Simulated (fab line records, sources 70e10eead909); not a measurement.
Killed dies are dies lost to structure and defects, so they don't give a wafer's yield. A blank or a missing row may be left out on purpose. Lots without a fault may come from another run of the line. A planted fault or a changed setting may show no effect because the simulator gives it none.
Which tool did it? | flow nand_harc | 12 lots, 36 wafers sampled, at 3 steps of a route of 1302

WHAT THE GAUGES READ, wafer by wafer
NHARC_P_M2_INSPECT_27.
lot  | measured     | on                | raw_defect_count
L075 | day 6 23:19  | defect_inspect-02 | 475 274 244
L077 | day 7 17:39  | defect_inspect-02 | 319 413 339
L080 | day 8 21:34  | defect_inspect-02 | 669 510 324
L081 | day 9 09:10  | defect_inspect-01 | 527 229 492
L083 | day 10 09:49 | defect_inspect-01 | 247 346 350
L085 | day 11 14:22 | defect_inspect-02 | 546 369 263
L087 | day 11 20:46 | defect_inspect-02 | 587 324 321
L088 | day 12 16:37 | defect_inspect-01 | 295 513 377
L091 | day 13 14:08 | defect_inspect-02 | 308 253 165
L093 | day 14 06:23 | defect_inspect-02 | 601 457 464
L095 | day 15 00:42 | defect_inspect-02 | 486 267 271
L097 | day 15 23:34 | defect_inspect-02 | 380 306 217

WHICH TOOL RAN EACH LOT (tool, then ch and the chambers of the sampled wafers, then the start)
lot  | NHARC_P_M2_ETCH_35                 | NHARC_P_M2_PRE_CLEAN_30
L075 | rie_diel-09 ch 0,1,3, day 6 20:49  | pvd_sputter-01, day 6 23:19 or earlier
L077 | rie_diel-09 ch 0,3, day 7 15:11    | pvd_sputter-03, day 7 17:39 or earlier
L080 | rie_diel-09 ch 0,2,3, day 8 19:04  | pvd_sputter-02, day 8 21:34 or earlier
L081 | rie_diel-09 ch 2,3, day 9 06:36    | pvd_sputter-02, day 9 09:10 or earlier
L083 | rie_diel-05 ch 1,3, day 10 07:15   | pvd_sputter-02, day 10 09:49 or earlier
L085 | rie_diel-11 ch 0,3, day 11 11:53   | pvd_sputter-02, day 11 14:22 or earlier
L087 | rie_diel-05 ch 1,2, day 11 18:17   | pvd_sputter-01, day 11 20:46 or earlier
L088 | rie_diel-11 ch 0,1, day 12 13:54   | pvd_sputter-02, day 12 16:37 or earlier
L091 | rie_diel-09 ch 0,1, day 13 11:31   | pvd_sputter-02, day 13 14:08 or earlier
L093 | rie_diel-09 ch 0,1,2, day 14 03:54 | pvd_sputter-01, day 14 06:23 or earlier
L095 | rie_diel-05 ch 0,1,2, day 14 22:13 | pvd_sputter-02, day 15 00:42 or earlier
L097 | rie_diel-05 ch 1,2,3, day 15 21:03 | pvd_sputter-02, day 15 23:34 or earlier
- NHARC_P_M2_ETCH_35: etches the open film in N2/H2, target depth 40 nm, overetch 12 nm, time 43.94 s.
- NHARC_P_M2_PRE_CLEAN_30: time 30 s.

THE ANSWER, worked out from the rows above alone
Rule: what is usual is taken from the lots themselves. Put in order of their means at a reading, lots are off if they are a third of the lots or fewer, leave a main group of 4 or more, and stand apart from it by a gap of 3 or more times the standard deviation of the main group's means; of several such gaps the widest counts. A main group whose means are all the same, to the digits that the tables above print for the reading, isn't used. A lot without any number at a reading at which 4 lots or more have one is off too. The other lots that the step has rows for count as sound.
No lot is off at any reading shown: from this, nothing can be told.

WHAT THE SIMULATOR HAD PUT IN
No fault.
